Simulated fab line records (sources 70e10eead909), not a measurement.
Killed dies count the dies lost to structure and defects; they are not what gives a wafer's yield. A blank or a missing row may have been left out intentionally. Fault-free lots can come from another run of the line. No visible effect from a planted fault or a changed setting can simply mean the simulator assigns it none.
fab line records :: flow nandHarc
[record]
  lots = 6
  wafers = 18
  lastDay = 24
route steps=1159 shown P_CONTACT@249 P_M0@253
lots that met no fault: from a run of the same line without faults
startH: hours from the record's opening day to when the first of the lot's shown wafers began :: waitH: time in hours since the lot's previous step :: " repeats the value in the row above :: L1.1+2: several wafers, shown together as one row :: - either no value or no given start :: * or withheld: withheld :: < > ~ a bound
route shown NAME@n: a module of which the file shows steps, and the number in the route of the first :: usual: average and standard deviation across the fault-free wafers :: same: alike in all rows :: chamber/n: place in a boat :: sites: per-site readings :: _std_site: standard deviation across them :: _edge_site: mean of outer sites minus mean of inner sites :: radiusMm: how far each site lies from the wafer's centre :: mask NAME#n: copy n :: behind: the tool/chamber that last shaped the wafer :: hold: reason for holding the lot/hours on hold/outcome of the hold :: device: transistor that didn't switch, given as n, p or np :: end of line: the same wafers' tests at the end of the route :: where a step has no rows: the recipe by itself :: killed: not the wafer's yield, but the dies lost to structure and defects at the first sort :: map: a wafer's dies, x killed, . not, _ none there
set.NAME: setting as actually run; set.NAME@STEP: the setting as run at that earlier step :: model.NAME: the simulator's own value behind a step, which no gauge read
lots at selected steps of the route; one table per step, one row per wafer
services: from which hour (startH, from the record's first day; less than 0 if before it) a tool's chamber was out of use, for how many hours, and why
[[steps]]
[step NHARC_P_CONTACT_CMP_24]
[recipe]
  tOverpolishS = 30
  targetThkNm = 200
[usual]
  motorCurrentA = 12.5/1.3
  overpolishRunS = 30.001/0.0089
  slurryFilterDpKPa = 13.49/0.14
  timeToEndpointS = 38.3/2.4
lot.wafer: L485.3
tool: cmp-04
chamber: 2
startH: 131.19
waitH: 0.4
motorCurrentA: 14.1
overpolishRunS: 30.000
slurryFilterDpKPa: 13.35
timeToEndpointS: 38.7

lot.wafer: L485.1
tool: cmp-04
chamber: 3
startH: 131.19
waitH: 0.4
motorCurrentA: 13.5
overpolishRunS: 30.005
slurryFilterDpKPa: 13.62
timeToEndpointS: 40.1

lot.wafer: L485.2
tool: cmp-04
chamber: 0
startH: 131.19
waitH: 0.4
motorCurrentA: 12.1
overpolishRunS: 30.012
slurryFilterDpKPa: 13.63
timeToEndpointS: 38.1

lot.wafer: L487.1
tool: cmp-04
chamber: 3
startH: 143.70
waitH: 0.5
motorCurrentA: 13.9
overpolishRunS: 29.992
slurryFilterDpKPa: 13.26
timeToEndpointS: 40.1

lot.wafer: L487.2
tool: cmp-04
chamber: 0
startH: 143.70
waitH: 0.5
motorCurrentA: 11.8
overpolishRunS: 30.014
slurryFilterDpKPa: 13.26
timeToEndpointS: 34.2

lot.wafer: L487.6
tool: cmp-04
chamber: 3
startH: 143.70
waitH: 0.5
motorCurrentA: 13.6
overpolishRunS: 30.013
slurryFilterDpKPa: 13.36
timeToEndpointS: 38.6

lot.wafer: L489.2
tool: cmp-04
chamber: 1
startH: 160.39
waitH: 0.5
motorCurrentA: 10.5
overpolishRunS: 30.000
slurryFilterDpKPa: 13.52
timeToEndpointS: 37.4

lot.wafer: L489.3
tool: cmp-04
chamber: 2
startH: 160.39
waitH: 0.5
motorCurrentA: 14.5
overpolishRunS: 29.995
slurryFilterDpKPa: 13.55
timeToEndpointS: 33.9

lot.wafer: L489.6
tool: cmp-04
chamber: 1
startH: 160.39
waitH: 0.5
motorCurrentA: 11.5
overpolishRunS: 30.010
slurryFilterDpKPa: 13.49
timeToEndpointS: 38.1

lot.wafer: L491.2
tool: cmp-01
chamber: 2
startH: 162.24
waitH: 0.5
motorCurrentA: 13.1
overpolishRunS: 30.007
slurryFilterDpKPa: 13.71
timeToEndpointS: 38.7

lot.wafer: L491.1
tool: cmp-01
chamber: 3
startH: 162.24
waitH: 0.5
motorCurrentA: 13.6
overpolishRunS: 29.992
slurryFilterDpKPa: 13.40
timeToEndpointS: 37.4

lot.wafer: L491.6
tool: cmp-01
chamber: 1
startH: 162.24
waitH: 0.5
motorCurrentA: 13.6
overpolishRunS: 29.998
slurryFilterDpKPa: 13.77
timeToEndpointS: 44.7

lot.wafer: L497.2
tool: cmp-04
chamber: 2
startH: 213.10
waitH: 0.5
motorCurrentA: 13.9
overpolishRunS: 30.003
slurryFilterDpKPa: 13.73
timeToEndpointS: 36.5

lot.wafer: L497.3
tool: cmp-04
chamber: 3
startH: 213.10
waitH: 0.5
motorCurrentA: 13.1
overpolishRunS: 30.001
slurryFilterDpKPa: 13.46
timeToEndpointS: 41.2

lot.wafer: L497.6
tool: cmp-04
chamber: 3
startH: 213.10
waitH: 0.5
motorCurrentA: 13.7
overpolishRunS: 30.002
slurryFilterDpKPa: 13.70
timeToEndpointS: 41.5

lot.wafer: L503.2
tool: cmp-01
chamber: 1
startH: 237.88
waitH: 0.5
motorCurrentA: 13.8
overpolishRunS: 30.004
slurryFilterDpKPa: 13.48
timeToEndpointS: 44.0

lot.wafer: L503.1
tool: cmp-01
chamber: 3
startH: 237.88
waitH: 0.5
motorCurrentA: 13.9
overpolishRunS: 30.003
slurryFilterDpKPa: 13.59
timeToEndpointS: 38.3

lot.wafer: L503.5
tool: cmp-01
chamber: 0
startH: 237.88
waitH: 0.5
motorCurrentA: 10.1
overpolishRunS: 30.001
slurryFilterDpKPa: 13.63
timeToEndpointS: 38.6
[step NHARC_P_CONTACT_SRD_26]
[step NHARC_P_CONTACT_INSPECT_27]
[usual]
  rawDefectCount = 298/130
lot.wafer: L485.1
tool: defectInspect-01
chamber: -
startH: 131.57
waitH: 0.1
rawDefectCount: 388

lot.wafer: L485.2
tool: defectInspect-01
chamber: -
startH: 131.57
waitH: 0.1
rawDefectCount: 215

lot.wafer: L485.3
tool: defectInspect-01
chamber: -
startH: 131.57
waitH: 0.1
rawDefectCount: 309

lot.wafer: L487.1
tool: defectInspect-02
chamber: -
startH: 144.11
waitH: 0.1
rawDefectCount: 292

lot.wafer: L487.2
tool: defectInspect-02
chamber: -
startH: 144.11
waitH: 0.1
rawDefectCount: 410

lot.wafer: L487.6
tool: defectInspect-02
chamber: -
startH: 144.11
waitH: 0.1
rawDefectCount: 245

lot.wafer: L489.2
tool: defectInspect-02
chamber: -
startH: 160.79
waitH: 0.1
rawDefectCount: 245

lot.wafer: L489.3
tool: defectInspect-02
chamber: -
startH: 160.79
waitH: 0.1
rawDefectCount: 379

lot.wafer: L489.6
tool: defectInspect-02
chamber: -
startH: 160.79
waitH: 0.1
rawDefectCount: 337

lot.wafer: L491.1
tool: defectInspect-02
chamber: -
startH: 162.62
waitH: 0.1
rawDefectCount: 282

lot.wafer: L491.2
tool: defectInspect-02
chamber: -
startH: 162.62
waitH: 0.1
rawDefectCount: 296

lot.wafer: L491.6
tool: defectInspect-02
chamber: -
startH: 162.62
waitH: 0.1
rawDefectCount: 274

lot.wafer: L497.2
tool: defectInspect-02
chamber: -
startH: 213.52
waitH: 0.1
rawDefectCount: 399

lot.wafer: L497.3
tool: defectInspect-02
chamber: -
startH: 213.52
waitH: 0.1
rawDefectCount: 257

lot.wafer: L497.6
tool: defectInspect-02
chamber: -
startH: 213.52
waitH: 0.1
rawDefectCount: 368

lot.wafer: L503.1
tool: defectInspect-02
chamber: -
startH: 238.26
waitH: 0.1
rawDefectCount: 275

lot.wafer: L503.2
tool: defectInspect-02
chamber: -
startH: 238.26
waitH: 0.1
rawDefectCount: 155

lot.wafer: L503.5
tool: defectInspect-02
chamber: -
startH: 238.26
waitH: 0.1
rawDefectCount: 214
[step NHARC_P_M0_DEP_00]
[recipe]
  targetThkA = 1500
  targetThkNm = 150
  tempC = withheld
  pressureTorr = 5
  flowSccm = 200
  rfW = 600
  material = SiOC
[step NHARC_P_M0_DEHYDRATE_01]
[recipe]
  tempC = 150
  timeS = 120
[step NHARC_P_M0_HMDS_02]
[recipe]
  timeS = 30
[step NHARC_P_M0_COAT_33]
[recipe]
  tempC = 200
  timeS = 65
[step NHARC_P_M0_COAT_03]
[recipe]
  spinRpm = 1500
  resistThkNm = 90
[step NHARC_P_M0_SOFTBAKE_04]
[recipe]
  tempC = 105
  timeS = 55
[step NHARC_P_M0_EBR_05]
[step NHARC_P_M0_EXPOSE_06]
[recipe]
  na = 1.35
  targetCdNm = 90
  doseMj = 81.28
  maskId = P_M0
[step NHARC_P_M0_PEB_07]
[recipe]
  pebTempC = 100
  pebTimeS = 65
[usual]
  heaterPowerTotalW = 156.6/0.43
  plateTempC = 100.02/0.16
  resistLineTempC = 23.01/0.11
lot.wafer: L485.1
tool: lithoTrack-06
chamber: 0
startH: 132.40
waitH: 0.1
heaterPowerTotalW: 156.2
plateTempC: 100.04
resistLineTempC: 23.07

lot.wafer: L485.2
tool: lithoTrack-06
chamber: 0
startH: 132.40
waitH: 0.1
heaterPowerTotalW: 156.1
plateTempC: 100.03
resistLineTempC: 23.03

lot.wafer: L485.3
tool: lithoTrack-06
chamber: 0
startH: 132.40
waitH: 0.1
heaterPowerTotalW: 156.1
plateTempC: 100.38
resistLineTempC: 23.12

lot.wafer: L487.1
tool: lithoTrack-01
chamber: 0
startH: 144.93
waitH: 0.1
heaterPowerTotalW: 156.8
plateTempC: 99.96
resistLineTempC: 22.97

lot.wafer: L487.2
tool: lithoTrack-01
chamber: 0
startH: 144.93
waitH: 0.1
heaterPowerTotalW: 155.9
plateTempC: 99.72
resistLineTempC: 23.00

lot.wafer: L487.6
tool: lithoTrack-01
chamber: 0
startH: 144.93
waitH: 0.1
heaterPowerTotalW: 157.2
plateTempC: 99.89
resistLineTempC: 23.10

lot.wafer: L489.2
tool: lithoTrack-06
chamber: 0
startH: 161.61
waitH: 0.1
heaterPowerTotalW: 151.9
plateTempC: 98.10
resistLineTempC: 22.99

lot.wafer: L489.3
tool: lithoTrack-06
chamber: 0
startH: 161.61
waitH: 0.1
heaterPowerTotalW: 152.0
plateTempC: 98.00
resistLineTempC: 22.92

lot.wafer: L489.6
tool: lithoTrack-06
chamber: 0
startH: 161.61
waitH: 0.1
heaterPowerTotalW: 152.7
plateTempC: 98.29
resistLineTempC: 22.99

lot.wafer: L491.1
tool: lithoTrack-06
chamber: 0
startH: 163.44
waitH: 0.1
heaterPowerTotalW: 152.7
plateTempC: 98.12
resistLineTempC: 23.18

lot.wafer: L491.2
tool: lithoTrack-06
chamber: 0
startH: 163.44
waitH: 0.1
heaterPowerTotalW: 153.0
plateTempC: 98.01
resistLineTempC: 23.29

lot.wafer: L491.6
tool: lithoTrack-06
chamber: 0
startH: 163.44
waitH: 0.1
heaterPowerTotalW: 152.0
plateTempC: 98.05
resistLineTempC: 23.07

lot.wafer: L497.2
tool: lithoTrack-01
chamber: 0
startH: 214.35
waitH: 0.1
heaterPowerTotalW: 156.2
plateTempC: 100.13
resistLineTempC: 23.08

lot.wafer: L497.3
tool: lithoTrack-01
chamber: 0
startH: 214.35
waitH: 0.1
heaterPowerTotalW: 157.1
plateTempC: 99.99
resistLineTempC: 23.05

lot.wafer: L497.6
tool: lithoTrack-01
chamber: 0
startH: 214.35
waitH: 0.1
heaterPowerTotalW: 156.5
plateTempC: 100.09
resistLineTempC: 23.03

lot.wafer: L503.1
tool: lithoTrack-06
chamber: 0
startH: 239.11
waitH: 0.1
heaterPowerTotalW: 157.0
plateTempC: 100.12
resistLineTempC: 23.08

lot.wafer: L503.2
tool: lithoTrack-06
chamber: 0
startH: 239.11
waitH: 0.1
heaterPowerTotalW: 156.4
plateTempC: 100.13
resistLineTempC: 22.97

lot.wafer: L503.5
tool: lithoTrack-06
chamber: 0
startH: 239.11
waitH: 0.1
heaterPowerTotalW: 157.0
plateTempC: 100.15
resistLineTempC: 22.97
[step NHARC_P_M0_DEVELOP_08]
[recipe]
  developTimeS = 35
  devTempC = 23
[[services]]
tool: cmp-04
chamber: -
startH: 109.08
hours: -
kind: consumableReplace:conditioner

tool: cmp-04
chamber: -
startH: 109.08
hours: -
kind: consumableReplace:pad

tool: lithoTrack-06
chamber: -
startH: 117.00
hours: 7.0
kind: pm

tool: cmp-01
chamber: -
startH: 179.75
hours: 4.0
kind: pm

tool: cmp-01
chamber: -
startH: 183.75
hours: -
kind: consumableReplace:conditioner

tool: cmp-01
chamber: -
startH: 183.75
hours: -
kind: consumableReplace:pad

tool: cmp-04
chamber: -
startH: 203.08
hours: 4.0
kind: pm

tool: cmp-04
chamber: -
startH: 207.08
hours: -
kind: consumableReplace:conditioner

tool: cmp-04
chamber: -
startH: 207.08
hours: -
kind: consumableReplace:pad

tool: cmp-04
chamber: -
startH: 222.12
hours: 1.5
kind: repair

tool: cmp-01
chamber: -
startH: 238.03
hours: 2.6
kind: repair
[[key]]
[firstSign]
  step = NHARC_P_M0_PEB_07
  reading = plateTempC
  direction = down
  sigmas = 12
  usual = *
  struck = *
[effect]
  step = NHARC_P_M0_PEB_07
  reading = heaterPowerTotalW
  direction = down
  sigmas = 9.6
  usual = *
  struck = *
metAt NHARC_P_M0_PEB_07
struckWafers L489.2,L489.3,L489.6,L491.1,L491.2,L491.6
sortLeftOut L489.2,L489.3,L489.6,L491.1,L491.2,L491.6
onsetBetween 132.40 161.61
[fault]
  kind = processParameterDrift
  tool = lithoTrack-06
  chamber = -
  onsetH = 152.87
  steps = NHARC_P_M0_PEB_07
  channel = pebTempC
  offset = *
  shape = step
  endH = 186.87
  actsIn = *
  stated = *
// sortLeftOut: the simulated sort isn't trusted on such a fault, so these wafers' sort isn't shown, and their yield isn't known
